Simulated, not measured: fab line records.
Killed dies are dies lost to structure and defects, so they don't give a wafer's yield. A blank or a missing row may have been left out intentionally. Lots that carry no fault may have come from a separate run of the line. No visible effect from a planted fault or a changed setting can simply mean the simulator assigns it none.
Check of tool commonality + flow nand_harc + Sampled: 11 lots, 33 wafers

## WHY IT WAS OPENED
At NHARC_A_CHANNEL_HOLE_D1_INSPECT_40 the reading raw_defect_count is flagged on 2 of 11 lots. Wafers without a fault read 68, standard deviation 26.
Rule: a lot gets a flag if all its wafers with a number sit over 4 standard deviations from that mean, or if no wafer of it has a number. The other lots count as sound.

| lot  | measured     | on                | raw_defect_count, wafer by wafer | flag    |
|------|--------------|-------------------|----------------------------------|---------|
| L623 | day 9 03:29  | defect_inspect-02 | 30 38 37                         |         |
| L624 | day 9 12:26  | defect_inspect-01 | 94 109 110                       |         |
| L625 | day 9 20:20  | defect_inspect-02 | 51 40 43                         |         |
| L626 | day 10 13:52 | defect_inspect-02 | 39 44 43                         |         |
| L629 | day 11 12:59 | defect_inspect-02 | 98 96 93                         |         |
| L630 | day 12 09:43 | defect_inspect-01 | 106 78 73                        |         |
| L631 | day 12 15:57 | defect_inspect-01 | 97 104 99                        |         |
| L634 | day 13 17:37 | defect_inspect-01 | 99 130 100                       |         |
| L637 | day 14 22:48 | defect_inspect-01 | 900 852 839                      | FLAGGED |
| L641 | day 16 11:08 | defect_inspect-01 | 818 814 870                      | FLAGGED |
| L645 | day 18 08:50 | defect_inspect-01 | 74 58 65                         |         |
Average over the flagged lots: 849; offset from the usual +781, equal to +30 standard deviations.

## LOT BY LOT: THE TOOL USED
The record holds 3 process steps before the reading, out of a route of 1302 steps. Each cell gives the tool, then ch followed by the chambers the sampled wafers passed through, then the start.
| lot  | flag    | NHARC_A_ZERO_WELL_DESCUM_12        | NHARC_A_CHANNEL_HOLE_D1_ETCH_21  | NHARC_A_CHANNEL_HOLE_D1_ETCH_26  |
|------|---------|------------------------------------|----------------------------------|----------------------------------|
| L623 |         | rie_diel-06 ch 0,3, day 7 05:05    | har_etch-01 ch 0, day 8 22:05    | har_etch-01 ch 0, day 9 01:24    |
| L624 |         | rie_diel-08 ch 0,1, day 7 10:01    | har_etch-02 ch 0,1, day 9 07:17  | har_etch-02 ch 0,1, day 9 10:34  |
| L625 |         | rie_diel-06 ch 1,3, day 7 23:32    | har_etch-01 ch 0,1, day 9 15:04  | har_etch-01 ch 0,1, day 9 18:25  |
| L626 |         | rie_diel-06 ch 1,2,3, day 8 15:05  | har_etch-01 ch 0,1, day 10 08:34 | har_etch-01 ch 0,1, day 10 11:56 |
| L629 |         | rie_diel-08 ch 0,1,2, day 9 15:20  | har_etch-02 ch 0,1, day 11 07:41 | har_etch-02 ch 0,1, day 11 11:03 |
| L630 |         | rie_diel-01 ch 0,2,3, day 10 08:37 | har_etch-02 ch 0,1, day 12 04:26 | har_etch-02 ch 0,1, day 12 07:47 |
| L631 |         | rie_diel-06 ch 1,2, day 10 15:50   | har_etch-02 ch 0, day 12 10:44   | har_etch-02 ch 0, day 12 14:04   |
| L634 |         | rie_diel-08 ch 1,3, day 11 21:55   | har_etch-02 ch 0,1, day 13 12:19 | har_etch-02 ch 0,1, day 13 15:41 |
| L637 | FLAGGED | rie_diel-06 ch 0,1,2, day 12 20:11 | har_etch-02 ch 0,1, day 14 17:32 | har_etch-02 ch 0,1, day 14 20:52 |
| L641 | FLAGGED | rie_diel-01 ch 2,3, day 14 12:24   | har_etch-02 ch 0,1, day 16 05:50 | har_etch-02 ch 0,1, day 16 09:13 |
| L645 |         | rie_diel-06 ch 0,2,3, day 16 05:41 | har_etch-01 ch 0,1, day 18 03:33 | har_etch-01 ch 0,1, day 18 06:55 |
What these steps do:
- NHARC_A_ZERO_WELL_DESCUM_12: chemistry O2, time 3 s.
- NHARC_A_CHANNEL_HOLE_D1_ETCH_21: etches the open film in C4F8/O2/Ar, time 514.3 s, target depth 1600 nm.
- NHARC_A_CHANNEL_HOLE_D1_ETCH_26: etches the open film in C4F8/O2/Ar, time 224.1 s, target depth 300 nm.
- NHARC_A_CHANNEL_HOLE_D1_INSPECT_40

## FLAGGED AGAINST TOTAL, ONE TOOL AT A TIME (gauges that did the reading follow at the end)
| step                               | tool              | lots run | flagged | share of the flagged lots | sound lots run after its first flagged lot |
|------------------------------------|-------------------|----------|---------|---------------------------|--------------------------------------------|
| NHARC_A_ZERO_WELL_DESCUM_12        | rie_diel-01       | 2        | 1       | some                      | 0                                          |
| NHARC_A_ZERO_WELL_DESCUM_12        | rie_diel-06       | 6        | 1       | some                      | 1 (L645)                                   |
| NHARC_A_ZERO_WELL_DESCUM_12        | rie_diel-08       | 3        | 0       | none                      | -                                          |
| NHARC_A_CHANNEL_HOLE_D1_ETCH_21    | har_etch-01       | 4        | 0       | none                      | -                                          |
| NHARC_A_CHANNEL_HOLE_D1_ETCH_21    | har_etch-02       | 7        | 2       | all                       | 0                                          |
| NHARC_A_CHANNEL_HOLE_D1_ETCH_26    | har_etch-01       | 4        | 0       | none                      | -                                          |
| NHARC_A_CHANNEL_HOLE_D1_ETCH_26    | har_etch-02       | 7        | 2       | all                       | 0                                          |
| NHARC_A_CHANNEL_HOLE_D1_INSPECT_40 | defect_inspect-01 | 7        | 2       | all                       | 1 (L645)                                   |
| NHARC_A_CHANNEL_HOLE_D1_INSPECT_40 | defect_inspect-02 | 4        | 0       | none                      | -                                          |

## WHAT IS ALLOWED BY THE TABLE
All flagged lots were run by 3 table rows, namely har_etch-02 at NHARC_A_CHANNEL_HOLE_D1_ETCH_21, har_etch-02 at NHARC_A_CHANNEL_HOLE_D1_ETCH_26, defect_inspect-01 at NHARC_A_CHANNEL_HOLE_D1_INSPECT_40.
- har_etch-02 at NHARC_A_CHANNEL_HOLE_D1_ETCH_21: 2 of its 7 lots flagged. A fault beginning between L634 (day 13 12:19), its last sound lot, and L637 (day 14 17:32), its first flagged one, fits the data.
- har_etch-02 at NHARC_A_CHANNEL_HOLE_D1_ETCH_26: 2 of its 7 lots flagged. A fault beginning between L634 (day 13 15:41), its last sound lot, and L637 (day 14 20:52), its first flagged one, fits the data.
- defect_inspect-01 at NHARC_A_CHANNEL_HOLE_D1_INSPECT_40: 2 of its 7 lots flagged. Lots that were sound ran on it after the first flagged one (L645); a persistent fault on the entire tool would not allow that.
Left over: one tool, har_etch-02 at NHARC_A_CHANNEL_HOLE_D1_ETCH_21 and NHARC_A_CHANNEL_HOLE_D1_ETCH_26.

## WHAT THE SIMULATOR HAD PUT IN
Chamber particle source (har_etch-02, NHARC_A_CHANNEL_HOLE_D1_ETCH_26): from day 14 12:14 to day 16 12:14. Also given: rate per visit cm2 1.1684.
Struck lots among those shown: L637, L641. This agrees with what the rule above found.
